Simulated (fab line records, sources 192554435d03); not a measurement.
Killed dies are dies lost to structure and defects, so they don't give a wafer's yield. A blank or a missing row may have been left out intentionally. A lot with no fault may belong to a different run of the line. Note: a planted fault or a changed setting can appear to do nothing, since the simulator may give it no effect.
Split-lot trial / flow n5-finfet / route with 1938 steps; 7 lots, 39 wafers read

## ABOUT THE SPLIT
At N5_BEOL_M6_ILD_DEP_00 (deposits SiCOH lowk from DEMS/porogen, target thk 179.75 nm, time 33.4 s), the setting time-s was moved away from the recipe's 33.4 s on 15 of the 39 wafers read, by -58.8% to -19.7%. The other wafers ran this setting at the recipe's value.

## BETWEEN THE SPLIT AND THE READING: the file shows 1 step in between
- N5_BEOL_M6_CURE_74: cures SiCOH lowk, time 240 s

## THE READING
M6_ILD_THK, in nm, at N5_BEOL_M6_THK_MEAS_01. On this fab line, fault-free wafers typically give 153.7 nm with a standard deviation of 2 nm.

wafer=L074.1; tool, chamber at the split=pecvd-04, 0; time-s as run, s=22.36; against the recipe=-33.1%; M6_ILD_THK, nm=101.4; against lot-mates on the recipe=-52.4
wafer=L074.2; tool, chamber at the split=pecvd-04, 1; time-s as run, s=22.36; against the recipe=-33.1%; M6_ILD_THK, nm=100.3; against lot-mates on the recipe=-53.5
wafer=L074.3; tool, chamber at the split=pecvd-04, 2; time-s as run, s=33.4; against the recipe=recipe; M6_ILD_THK, nm=150.8; against lot-mates on the recipe=-
wafer=L074.4; tool, chamber at the split=pecvd-04, 2; time-s as run, s=33.4; against the recipe=recipe; M6_ILD_THK, nm=156.1; against lot-mates on the recipe=-
wafer=L074.5; tool, chamber at the split=pecvd-04, 0; time-s as run, s=22.36; against the recipe=-33.1%; M6_ILD_THK, nm=103.2; against lot-mates on the recipe=-50.6
wafer=L074.6; tool, chamber at the split=pecvd-04, 1; time-s as run, s=33.4; against the recipe=recipe; M6_ILD_THK, nm=154.4; against lot-mates on the recipe=-
wafer=L075.1; tool, chamber at the split=pecvd-01, 0,2; time-s as run, s=15.14; against the recipe=-54.7%; M6_ILD_THK, nm=71.4; against lot-mates on the recipe=-83.7
wafer=L075.2; tool, chamber at the split=pecvd-01, 1; time-s as run, s=33.4; against the recipe=recipe; M6_ILD_THK, nm=152.0; against lot-mates on the recipe=-
wafer=L075.3; tool, chamber at the split=pecvd-01, 0,2; time-s as run, s=15.14; against the recipe=-54.7%; M6_ILD_THK, nm=71.3; against lot-mates on the recipe=-83.8
wafer=L075.4; tool, chamber at the split=pecvd-01, 0; time-s as run, s=33.4; against the recipe=recipe; M6_ILD_THK, nm=157.7; against lot-mates on the recipe=-
wafer=L075.5; tool, chamber at the split=pecvd-01, 2; time-s as run, s=33.4; against the recipe=recipe; M6_ILD_THK, nm=155.7; against lot-mates on the recipe=-
wafer=L075.6; tool, chamber at the split=pecvd-01, 1; time-s as run, s=15.14; against the recipe=-54.7%; M6_ILD_THK, nm=72.6; against lot-mates on the recipe=-82.5
wafer=L081.3; tool, chamber at the split=pecvd-01, 1; time-s as run, s=33.4; against the recipe=recipe; M6_ILD_THK, nm=152.5; against lot-mates on the recipe=-
wafer=L081.4; tool, chamber at the split=pecvd-01, 0,2; time-s as run, s=33.4; against the recipe=recipe; M6_ILD_THK, nm=156.3; against lot-mates on the recipe=-
wafer=L081.5; tool, chamber at the split=pecvd-01, 0,2; time-s as run, s=33.4; against the recipe=recipe; M6_ILD_THK, nm=156.3; against lot-mates on the recipe=-
wafer=L082.1; tool, chamber at the split=pecvd-01, 0; time-s as run, s=33.4; against the recipe=recipe; M6_ILD_THK, nm=152.4; against lot-mates on the recipe=-
wafer=L082.2; tool, chamber at the split=pecvd-01, 1; time-s as run, s=33.4; against the recipe=recipe; M6_ILD_THK, nm=149.4; against lot-mates on the recipe=-
wafer=L082.3; tool, chamber at the split=pecvd-01, 2; time-s as run, s=26.26; against the recipe=-21.4%; M6_ILD_THK, nm=119.6; against lot-mates on the recipe=-32.4
wafer=L082.4; tool, chamber at the split=pecvd-01, 0; time-s as run, s=26.26; against the recipe=-21.4%; M6_ILD_THK, nm=121.3; against lot-mates on the recipe=-30.7
wafer=L082.5; tool, chamber at the split=pecvd-01, 1; time-s as run, s=33.4; against the recipe=recipe; M6_ILD_THK, nm=154.1; against lot-mates on the recipe=-
wafer=L082.6; tool, chamber at the split=pecvd-01, 2; time-s as run, s=26.26; against the recipe=-21.4%; M6_ILD_THK, nm=120.6; against lot-mates on the recipe=-31.4
wafer=L080.1; tool, chamber at the split=pecvd-04, 0; time-s as run, s=13.77; against the recipe=-58.8%; M6_ILD_THK, nm=63.2; against lot-mates on the recipe=-91.9
wafer=L080.2; tool, chamber at the split=pecvd-04, 1,2; time-s as run, s=13.77; against the recipe=-58.8%; M6_ILD_THK, nm=64.4; against lot-mates on the recipe=-90.7
wafer=L080.3; tool, chamber at the split=pecvd-04, 1,2; time-s as run, s=13.77; against the recipe=-58.8%; M6_ILD_THK, nm=64.4; against lot-mates on the recipe=-90.7
wafer=L080.4; tool, chamber at the split=pecvd-04, 0; time-s as run, s=33.4; against the recipe=recipe; M6_ILD_THK, nm=155.6; against lot-mates on the recipe=-
wafer=L080.5; tool, chamber at the split=pecvd-04, 2; time-s as run, s=33.4; against the recipe=recipe; M6_ILD_THK, nm=154.8; against lot-mates on the recipe=-
wafer=L080.6; tool, chamber at the split=pecvd-04, 1; time-s as run, s=33.4; against the recipe=recipe; M6_ILD_THK, nm=154.8; against lot-mates on the recipe=-
wafer=L093.1; tool, chamber at the split=pecvd-04, 2; time-s as run, s=33.4; against the recipe=recipe; M6_ILD_THK, nm=152.9; against lot-mates on the recipe=-
wafer=L093.2; tool, chamber at the split=pecvd-04, 1; time-s as run, s=33.4; against the recipe=recipe; M6_ILD_THK, nm=148.4; against lot-mates on the recipe=-
wafer=L093.3; tool, chamber at the split=pecvd-04, 0; time-s as run, s=33.4; against the recipe=recipe; M6_ILD_THK, nm=152.0; against lot-mates on the recipe=-
wafer=L093.4; tool, chamber at the split=pecvd-04, 2; time-s as run, s=33.4; against the recipe=recipe; M6_ILD_THK, nm=154.5; against lot-mates on the recipe=-
wafer=L093.5; tool, chamber at the split=pecvd-04, 1; time-s as run, s=33.4; against the recipe=recipe; M6_ILD_THK, nm=150.5; against lot-mates on the recipe=-
wafer=L093.6; tool, chamber at the split=pecvd-04, 0; time-s as run, s=33.4; against the recipe=recipe; M6_ILD_THK, nm=153.3; against lot-mates on the recipe=-
wafer=L095.1; tool, chamber at the split=pecvd-01, 2; time-s as run, s=26.81; against the recipe=-19.7%; M6_ILD_THK, nm=123.1; against lot-mates on the recipe=-32.7
wafer=L095.2; tool, chamber at the split=pecvd-01, 0; time-s as run, s=26.81; against the recipe=-19.7%; M6_ILD_THK, nm=124.6; against lot-mates on the recipe=-31.2
wafer=L095.3; tool, chamber at the split=pecvd-01, 1; time-s as run, s=33.4; against the recipe=recipe; M6_ILD_THK, nm=152.5; against lot-mates on the recipe=-
wafer=L095.4; tool, chamber at the split=pecvd-01, 0; time-s as run, s=33.4; against the recipe=recipe; M6_ILD_THK, nm=158.5; against lot-mates on the recipe=-
wafer=L095.5; tool, chamber at the split=pecvd-01, 2; time-s as run, s=33.4; against the recipe=recipe; M6_ILD_THK, nm=156.5; against lot-mates on the recipe=-
wafer=L095.6; tool, chamber at the split=pecvd-01, 1; time-s as run, s=26.81; against the recipe=-19.7%; M6_ILD_THK, nm=123.3; against lot-mates on the recipe=-32.5
When a row names more than one chamber, that row covers several wafers, and the file does not tell which wafer ran in which chamber.

THE FIT
A straight line over all 39 wafers: M6_ILD_THK changes by +1.52 nm for each +1% of time-s; r = +1.00; the points scatter about the line by 2.2 nm.
The same after taking each lot's own level away (the mean of its wafers on the recipe; 39 wafers): +1.54 nm for each +1%; r = +1.00; scatter 1.9 nm.
According to that fit, moving time-s by its largest amount changes the reading by 91 nm.
Measured against the standard deviation above, the lots' own levels, which go from 151.93 to 155.83 nm, span 2.0 times it.
So the lot-to-lot level changes the slope little: the two slopes agree.
Check: for one of the wafers moved furthest among these (-58.8%), held out of the fit, the line's prediction against its lot-mates is -90.5 nm. It came out at -91.9 nm against them.

## THESE WAFERS: OTHER SPLITS
Before the reading, these wafers also passed through other splits. Each is held against what the fit with the lots' levels taken away leaves over:
other split on the same wafers=N5_BEOL_M3_TRENCH_ETCH_37 time-s; wafers away from the commonest value=18; r with M6_ILD_THK (lot level and that fit taken away)=+0.12

## THE WHOLE CHAIN: every reading that the file lists as answering this split, in the file's order
step=N5_BEOL_M6_ILD_DEP_00; what it does=deposits SiCOH lowk from DEMS/porogen, target thk 179.75 nm, time 33.4 s; reading=SiCOH_lowk_of_BEOL_M6_ILD_DEP_00.thk-nm (the simulator's own value, which no gauge read); change (the file's fit)=+1.78 nm for each +1% of the setting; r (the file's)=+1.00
step=N5_BEOL_M6_CURE_74; what it does=cures SiCOH lowk, time 240 s; reading=SiCOH_lowk_of_BEOL_M6_ILD_DEP_00.thk-nm (the simulator's own value, which no gauge read); change (the file's fit)=+1.54 nm for each +1% of the setting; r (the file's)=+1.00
step=N5_BEOL_M6_THK_MEAS_01; what it does=; reading=M6_ILD_THK; change (the file's fit)=+1.54 for each +1% of the setting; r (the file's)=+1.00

## FILE'S OWN FIT
M6_ILD_THK changes by +1.54 nm for each +1% of time-s, r = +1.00.
